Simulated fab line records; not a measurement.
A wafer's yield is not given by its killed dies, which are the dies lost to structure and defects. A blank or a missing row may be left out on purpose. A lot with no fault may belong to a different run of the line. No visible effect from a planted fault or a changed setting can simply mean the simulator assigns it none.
8D (eight disciplines) problem report, filled in by code :: flow n5Finfet :: the parts of the form that need people (team, actions taken, sign-off) are left out

## 1. THE ISSUE
Wafers with no fault read 125.0 s with a standard deviation of 0.67, whereas runLengthS at N5_BEOL_M5_CO_CAP_78 reads a mean of 166.2 s on 1 wafer of 1 lot. That is +61 standard deviations from the usual mean.
The step: material Co, precursor CCTBA/H2, target thk 2 nm, time 102.1 s.
First seen on wafer L172.5, day 11 04:11, on cvdCo-02. The record holds 15 wafers of 5 lots with a number at this step. By rule, "out" or "out of limits" means more than 4 standard deviations away from the usual mean. The other wafers with a number count as sound.

## 2. WHAT IT IS, AND WHAT IT ISN'T
question: which readings at this step
is: runLengthS
is not: heaterPowerW

question: which lots
is: L172
is not: L161, L165, L176, L182

question: which wafers of those lots
is: L172.5
is not: L172.3, L172.6

question: read on which tools
is: cvdCo-02
is not: cvdCo-01

question: when
is: from day 11 04:11
is not: up to then (8 sound wafers); but 6 sound wafers of L176, L182 came after

## 3. THE SUSPECTS, EACH WITH WHAT RULES IT OUT
Counting: if a tool at a process step up to the reading ran every lot that is out, it stays a suspect. Sound lots after the first of them don't rule it out here, since some wafers of a struck lot are sound.
- pvdSputter-02 at N5_BEOL_M5_ANNEAL_82 (time 1800 s): kept. It processed L172, the lot that is out, at day 10 23:50, and its most recent sound lot before then was L161 at day 8 01:11.
- pvdSputter-02 at N5_BEOL_M5_SPUTTER_88 (material Cu, target thk 15 nm, time 27.62 s): kept. It processed L172, the lot that is out, at day 11 01:55, and its most recent sound lot before then was L161 at day 8 03:17.
- pvdSputter-02 at N5_BEOL_M5_SPUTTER_90 (material Cu, target thk 4.5 nm, time 8.29 s): kept. It processed L172, the lot that is out, at day 11 03:01, and its most recent sound lot before then was L161 at day 8 04:22.
- cmp-01 at N5_BEOL_M5_CMP_52 (polishes, stops on SiCOH lowk, t overpolish 6.9 s, target thk 62 nm): kept. It processed L172, the lot that is out, at day 11 03:53, and its most recent sound lot before then was L165 at day 9 08:37.
- cvdCo-02 at N5_BEOL_M5_PRE_CLEAN_77 (time 15 s): kept. It processed L172, the lot that is out, at day 11 04:09, and its most recent sound lot before then was L165 at day 9 08:54.
- cvdCo-02 at N5_BEOL_M5_CO_CAP_78 (material Co, precursor CCTBA/H2, target thk 2 nm, time 102.1 s): kept. It processed L172, the lot that is out, at day 11 04:11, and its most recent sound lot before then was L165 at day 9 08:56. Out on those wafers are its own readings of runLengthS.
- In cmp-01 at N5_BEOL_M5_CMP_52, the wafers that are out were processed in chamber 1 and their sound lot-mates in chambers 2, 3.
- Within cvdCo-02 at N5_BEOL_M5_PRE_CLEAN_77, the wafers that are out were processed in chamber 1 and their sound lot-mates in chamber 0.
- Within cvdCo-02 at N5_BEOL_M5_CO_CAP_78, the wafers that are out were processed in chamber 1 and their sound lot-mates in chamber 0.
Left after counting: pvdSputter-02 at N5_BEOL_M5_ANNEAL_82, pvdSputter-02 at N5_BEOL_M5_SPUTTER_88, pvdSputter-02 at N5_BEOL_M5_SPUTTER_90, cmp-01 at N5_BEOL_M5_CMP_52, cvdCo-02 at N5_BEOL_M5_PRE_CLEAN_77, cvdCo-02 at N5_BEOL_M5_CO_CAP_78.

## 4. THE CAUSE (what the simulator had put in)
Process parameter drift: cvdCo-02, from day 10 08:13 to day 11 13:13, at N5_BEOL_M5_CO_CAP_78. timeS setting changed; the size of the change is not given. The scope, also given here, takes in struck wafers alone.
This tool is one of the 6 suspects left after counting.

## 5. THE EFFECT CHAIN, in route order
Each row: a reading where the mean over the struck wafers with a number is more than 3 standard deviations away from the usual. Readings are gone through only where the record gives a usual standard deviation; hours: the median, over the lots, of the time from a lot's start at the first step in this table giving one to that lot's start at this step; sigmas: the change measured in usual standard deviations.
hours: 0
step: N5_BEOL_M5_CO_CAP_78
reading: runLengthS
usual: 125.0 s
on struck wafers: 166.2
change: +41.2
sigmas: +61
Here are the process steps it includes:
- N5_BEOL_M5_CO_CAP_78: material Co, precursor CCTBA/H2, target thk 2 nm, time 102.1 s.

## 6. HOW IT WOULD HAVE BEEN CAUGHT EARLIER
In this record no reading fell out of limits until day 11 04:11, 20 hours after the fault had begun at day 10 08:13.
